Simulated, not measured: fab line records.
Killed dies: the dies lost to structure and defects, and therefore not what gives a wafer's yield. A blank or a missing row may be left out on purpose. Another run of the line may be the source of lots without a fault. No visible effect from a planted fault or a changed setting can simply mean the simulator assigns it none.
fab line records ; flow nand-harc
record lots=13; wafers=39; last-day=33
route steps=1302 shown THIN_TSV@1259
lots untouched by any fault: they come from a run of this same line in which no faults occurred
start-h: the number of hours between the record's first day and the start of the first shown wafer of the lot ; wait-h: time in hours since the lot's previous step ; " repeats the value in the row above ; L1.1+2: several wafers, shown together as one row ; - value missing, or start not given ; * or withheld: withheld ; < > ~ a bound
route shown NAME@n: names a module that has steps shown in the file, with the first one's number in the route ; usual: mean/standard deviation of fault-free wafers ; same: alike in all rows ; chamber/n: place in a boat ; sites: each site's reading ; _std_site: the values' standard deviation ; _edge_site: outer sites' mean less inner sites' ; radius-mm: how far each site lies from the wafer's centre ; mask NAME#n: copy n ; behind: the most recent tool/chamber to have shaped the wafer ; hold: reason for holding the lot/hours on hold/outcome of the hold ; device: transistor that didn't switch, given as n, p or np ; end of line: tests run on the same wafers once the route is complete ; a step given without rows: its recipe and nothing more ; killed: at the first sort, the dies lost to defects and structure; wafer yield is something else ; map: dies across one wafer; x = killed, . = not, _ = none there
set.NAME: the setting that was run; set.NAME@STEP: the one run at that earlier step ; model.NAME: the simulator's own value behind a step, which no gauge read
a sample of lots followed through the steps of the route, with each step as a table and each wafer as a row
services: when a tool's chamber went out of use (start-h, in hours from the record's first day, below 0 if earlier), for how many hours, and the reason
## steps
# step NHARC_THIN_TSV_CD_MEAS_12
# recipe target-cd-nm=1000; landing-energy-ev=500
# usual cd-nm=999.1/1.9
lot.wafer;tool;chamber;start-h;wait-h;cd-nm
L113.2;cd-sem-01;0;589.49;-;1000.3
L113.5;cd-sem-01;0;589.49;-;1000.5
L113.6;cd-sem-01;0;589.49;-;998.9
L111.2;cd-sem-03;0;594.09;-;999.8
L111.3;cd-sem-03;0;594.09;-;1002.7
L111.6;cd-sem-03;0;594.09;-;1000.7
L112.2;cd-sem-02;0;595.14;-;1000.0
L112.3;cd-sem-02;0;595.14;-;999.0
L112.5;cd-sem-02;0;595.14;-;998.0
L117.1;cd-sem-03;0;634.10;-;998.2
L117.3;cd-sem-03;0;634.10;-;996.3
L117.6;cd-sem-03;0;634.10;-;996.7
L123.1;cd-sem-02;0;696.19;-;997.7
L123.2;cd-sem-02;0;696.19;-;998.7
L123.4;cd-sem-02;0;696.19;-;1001.4
L126.1;cd-sem-01;0;722.69;-;1002.6
L126.5;cd-sem-01;0;722.69;-;1001.9
L126.6;cd-sem-01;0;722.69;-;998.3
L129.1;cd-sem-02;0;735.23;-;995.9
L129.2;cd-sem-02;0;735.23;-;995.2
L129.5;cd-sem-02;0;735.23;-;998.8
L127.2;cd-sem-01;0;736.52;-;1001.3
L127.5;cd-sem-01;0;736.52;-;999.8
L127.6;cd-sem-01;0;736.52;-;1002.6
L128.2;cd-sem-02;0;746.69;-;997.6
L128.3;cd-sem-02;0;746.69;-;995.8
L128.4;cd-sem-02;0;746.69;-;997.0
L130.2;cd-sem-02;0;747.89;-;1000.2
L130.3;cd-sem-02;0;747.89;-;998.0
L130.5;cd-sem-02;0;747.89;-;996.4
L131.1;cd-sem-01;0;760.34;-;995.6
L131.2;cd-sem-01;0;760.34;-;996.9
L131.3;cd-sem-01;0;760.34;-;996.4
L133.2;cd-sem-01;0;782.19;-;1003.0
L133.4;cd-sem-01;0;782.19;-;1003.1
L133.6;cd-sem-01;0;782.19;-;1001.4
L132.1;cd-sem-01;0;783.40;-;1001.2
L132.2;cd-sem-01;0;783.40;-;1003.0
L132.4;cd-sem-01;0;783.40;-;1002.5
# step NHARC_THIN_TSV_PRE_CLEAN_54
# recipe time-s=30; temp-c=280; gas=H2/He
# usual heater-power-w=398/45
# same time-s=30
lot.wafer;tool;chamber;start-h;wait-h;heater-power-w
L113.2;pvd-sputter-03;-;594.48;0.0;433
L113.6;pvd-sputter-03;-;594.48;0.0;375
L113.5;pvd-sputter-03;-;594.48;0.0;443
L111.2;pvd-sputter-03;-;599.29;0.0;490
L111.3;pvd-sputter-03;-;599.29;0.0;379
L111.6;pvd-sputter-03;-;599.29;0.0;482
L112.3;pvd-sputter-01;-;600.50;0.0;398
L112.2;pvd-sputter-01;-;600.50;0.0;380
L112.5;pvd-sputter-01;-;600.50;0.0;402
L117.3;pvd-sputter-03;-;638.94;0.1;426
L117.1;pvd-sputter-03;-;638.94;0.1;365
L117.6;pvd-sputter-03;-;638.94;0.1;362
L123.4;pvd-sputter-03;-;701.56;0.1;357
L123.2;pvd-sputter-03;-;701.56;0.1;474
L123.1;pvd-sputter-03;-;701.56;0.1;436
L126.1;pvd-sputter-03;-;727.78;0.1;344
L126.5;pvd-sputter-03;-;727.78;0.1;384
L126.6;pvd-sputter-03;-;727.78;0.1;450
L129.2;pvd-sputter-02;-;740.15;0.1;336
L129.1;pvd-sputter-02;-;740.15;0.1;363
L129.5;pvd-sputter-02;-;740.15;0.1;336
L127.2;pvd-sputter-03;-;741.38;0.1;442
L127.5;pvd-sputter-03;-;741.38;0.1;492
L127.6;pvd-sputter-03;-;741.38;0.1;378
L128.4;pvd-sputter-02;-;751.73;0.1;363
L128.2;pvd-sputter-02;-;751.73;0.1;331
L128.3;pvd-sputter-02;-;751.73;0.1;388
L130.3;pvd-sputter-02;-;752.73;0.0;337
L130.2;pvd-sputter-02;-;752.73;0.0;365
L130.5;pvd-sputter-02;-;752.73;0.0;364
L131.2;pvd-sputter-03;-;765.22;0.0;504
L131.1;pvd-sputter-03;-;765.22;0.0;438
L131.3;pvd-sputter-03;-;765.22;0.0;352
L133.2;pvd-sputter-03;-;787.01;0.0;377
L133.4;pvd-sputter-03;-;787.01;0.0;488
L133.6;pvd-sputter-03;-;787.01;0.0;436
L132.1;pvd-sputter-02;-;788.24;0.0;384
L132.4;pvd-sputter-02;-;788.24;0.0;370
L132.2;pvd-sputter-02;-;788.24;0.0;374
# step NHARC_THIN_TSV_ETCH_36
# recipe target-depth-a=650; over-etch-frac=0.3; time-s=18.571; ion-energy-ev=150; chemistry=Cl2/BCl3
# usual drypump-motor-current-A=5.8/0.52; oes-product-au=0.997/0.013; run-length-s=39.8/0.37
lot.wafer;tool;chamber;start-h;wait-h;drypump-motor-current-A;oes-product-au;rf-hours-counter-h;run-length-s
L113.2;rie-metal-02;1;595.97;0.2;6.2;0.991;2.7;39.8
L113.6;rie-metal-02;1;595.97;0.2;6.2;0.982;-;39.4
L113.5;rie-metal-02;0;595.97;0.2;6.0;0.983;-;39.9
L111.2;rie-metal-02;0;600.78;0.2;6.0;0.979;2.9;40.4
L111.3;rie-metal-02;0;600.78;0.2;6.0;0.982;-;39.7
L111.6;rie-metal-02;1;600.78;0.2;6.3;0.974;-;39.6
L112.2;rie-metal-03;0;602.12;0.2;6.5;0.984;1.6;40.7
L112.3;rie-metal-03;1;602.12;0.2;5.3;0.997;-;39.0
L112.5;rie-metal-03;0;602.12;0.2;6.6;0.988;-;40.3
L117.1;rie-metal-02;1;640.42;0.2;6.2;0.988;0.2;35.4
L117.3;rie-metal-02;1;640.42;0.2;6.3;0.987;-;39.5
L117.6;rie-metal-02;0;640.42;0.2;6.0;0.999;-;40.0
L123.2;rie-metal-01;0;703.18;0.2;5.4;1.012;2.4;40.0
L123.1;rie-metal-01;1;703.18;0.2;4.9;1.000;2.4;39.4
L123.4;rie-metal-01;0;703.18;0.2;5.4;1.006;-;40.1
L126.1;rie-metal-02;0;729.39;0.2;6.0;0.987;1.5;40.1
L126.5;rie-metal-02;0;729.39;0.2;6.0;0.996;-;40.0
L126.6;rie-metal-02;1;729.39;0.2;6.3;0.987;-;39.7
L129.2;rie-metal-01;1;741.63;0.2;5.0;1.001;3.3;39.7
L129.1;rie-metal-01;0;741.63;0.2;5.4;1.019;3.3;40.3
L129.5;rie-metal-01;0;741.63;0.2;5.4;1.016;-;40.7
L127.2;rie-metal-03;1;742.85;0.2;5.3;1.000;0.5;39.4
L127.5;rie-metal-03;1;742.85;0.2;5.4;1.005;-;39.3
L127.6;rie-metal-03;0;742.85;0.2;6.6;0.993;-;39.9
L128.2;rie-metal-03;0;753.22;0.2;6.6;0.997;0.7;40.1
L128.3;rie-metal-03;1;753.22;0.2;5.3;1.000;-;38.9
L128.4;rie-metal-03;0;753.22;0.2;6.6;0.995;-;40.3
L130.2;rie-metal-02;1;754.20;0.2;6.3;0.979;2.0;39.4
L130.3;rie-metal-02;1;754.20;0.2;6.3;0.981;-;39.5
L130.5;rie-metal-02;1;754.20;0.2;6.3;0.979;-;39.9
L131.2;rie-metal-02;0;766.86;0.2;6.0;0.992;2.5;39.9
L131.1;rie-metal-02;1;766.86;0.2;6.3;0.990;2.5;39.5
L131.3;rie-metal-02;0;766.86;0.2;6.0;0.996;-;39.8
L133.2;rie-metal-03;1;788.62;0.2;5.3;0.998;1.4;38.8
L133.4;rie-metal-03;0;788.62;0.2;6.6;0.987;-;40.2
L133.6;rie-metal-03;0;788.62;0.2;6.6;0.977;-;40.4
L132.2;rie-metal-01;1;789.86;0.2;4.9;1.030;0.7;39.2
L132.1;rie-metal-01;0;789.86;0.2;5.4;1.002;0.7;39.8
L132.4;rie-metal-01;1;789.86;0.2;4.9;1.024;-;39.5
# step NHARC_THIN_TSV_STRIP_56
# recipe power-w=1500; temp-c=250; chemistry=O2
# usual drypump-motor-current-A=5.7/0.65; heater-power-w=341/13
lot.wafer;tool;chamber;start-h;wait-h;drypump-motor-current-A;heater-power-w;rf-hours-counter-h
L113.2;plasma-asher-01;1;596.11;0.1;6.2;343;13
L113.6;plasma-asher-01;0;596.11;0.1;5.5;357;-
L113.5;plasma-asher-01;1;596.11;0.1;6.2;340;-
L111.2;plasma-asher-02;0;600.93;0.1;4.8;354;32
L111.3;plasma-asher-02;1;600.93;0.1;6.4;327;-
L111.6;plasma-asher-02;1;600.93;0.1;6.4;324;-
L112.2;plasma-asher-01;0;602.26;0.1;5.5;352;15
L112.3;plasma-asher-01;1;602.26;0.1;6.2;347;-
L112.5;plasma-asher-01;1;602.26;0.1;6.2;343;-
L117.1;plasma-asher-01;1;640.53;0.1;6.2;348;24
L117.3;plasma-asher-01;1;640.53;0.1;6.2;343;-
L117.6;plasma-asher-01;1;640.53;0.1;6.2;351;-
L123.2;plasma-asher-02;1;703.28;0.1;6.4;325;21
L123.1;plasma-asher-02;0;703.28;0.1;4.8;337;21
L123.4;plasma-asher-02;1;703.28;0.1;6.4;320;-
L126.1;plasma-asher-02;1;729.54;0.1;6.3;321;26
L126.6;plasma-asher-02;0;729.54;0.1;4.9;349;-
L126.5;plasma-asher-02;1;729.54;0.1;6.4;324;-
L129.2;plasma-asher-01;1;741.73;0.1;6.2;365;6
L129.1;plasma-asher-01;0;741.73;0.1;5.5;347;6
L129.5;plasma-asher-01;1;741.73;0.1;6.2;364;-
L127.2;plasma-asher-02;1;742.99;0.1;6.4;335;29
L127.6;plasma-asher-02;0;742.99;0.1;4.8;345;-
L127.5;plasma-asher-02;1;742.99;0.1;6.4;319;-
L128.2;plasma-asher-01;0;753.32;0.1;5.5;348;9
L128.4;plasma-asher-01;0;753.32;0.1;5.5;341;-
L128.3;plasma-asher-01;1;753.32;0.1;6.2;359;-
L130.2;plasma-asher-02;1;754.35;0.1;6.4;330;32
L130.3;plasma-asher-02;1;754.35;0.1;6.4;321;-
L130.5;plasma-asher-02;1;754.35;0.1;6.4;327;-
L131.2;plasma-asher-02;1;766.96;0.1;6.4;326;35
L131.1;plasma-asher-02;0;766.96;0.1;4.9;332;35
L131.3;plasma-asher-02;0;766.96;0.1;4.8;340;-
L133.2;plasma-asher-01;0;788.71;0.1;5.5;337;17
L133.4;plasma-asher-01;0;788.71;0.1;5.5;348;-
L133.6;plasma-asher-01;0;788.71;0.1;5.5;347;-
L132.2;plasma-asher-02;1;789.96;0.1;6.3;347;0
L132.1;plasma-asher-02;0;789.96;0.1;4.8;350;0
L132.4;plasma-asher-02;0;789.96;0.1;4.8;352;-
## services
tool;chamber;start-h;hours;kind
rie-metal-03;-;571.34;0.6;repair
rie-metal-01;-;575.00;9.0;pm
pvd-sputter-01;-;585.45;10.0;pm
rie-metal-03;1;596.75;2.3;repair
plasma-asher-02;-;603.27;9.0;pm
plasma-asher-02;0;603.27;9.0;vent-cycle
rie-metal-01;-;617.17;0.3;repair
rie-metal-02;-;631.00;9.0;pm
pvd-sputter-02;-;638.05;10.0;pm
pvd-sputter-03;-;679.26;5.5;repair
pvd-sputter-02;-;686.92;1.7;repair
rie-metal-03;0;687.96;8.6;repair
plasma-asher-01;-;696.54;9.0;pm
rie-metal-03;-;699.01;9.0;pm
pvd-sputter-02;-;700.62;1.2;repair
pvd-sputter-02;-;703.01;8.1;repair
pvd-sputter-03;-;708.02;10.0;pm
rie-metal-02;0;716.96;4.8;repair
pvd-sputter-02;-;723.86;1.9;repair
rie-metal-03;1;730.42;2.2;repair
pvd-sputter-01;-;746.03;10.0;repair
rie-metal-01;-;752.00;9.0;pm
pvd-sputter-01;-;763.45;10.0;pm
plasma-asher-02;-;780.27;9.0;pm
## key
first-sign step=NHARC_THIN_TSV_ETCH_36; reading=run-length-s; direction=down; sigmas=12; usual=*; struck=*
effect none on later readings
met-at NHARC_THIN_TSV_ETCH_36
struck-lots L117
struck-wafers L117.1
sort-left-out L117.1
not-acting-at NHARC_THIN_TSV_CD_MEAS_12,NHARC_THIN_TSV_PRE_CLEAN_54,NHARC_THIN_TSV_STRIP_56
onset-between 600.78 640.42
fault kind=process-parameter-drift; tool=rie-metal-02; chamber=-; onset-h=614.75; steps=NHARC_THIN_TSV_ETCH_36; channel=time-s; offset=*; shape=step; end-h=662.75; scope=struck-wafers-only; acts-in=*; stated=*
# sort-left-out: the simulated sort isn't trusted on such a fault, so these wafers' sort isn't shown, and their yield isn't known
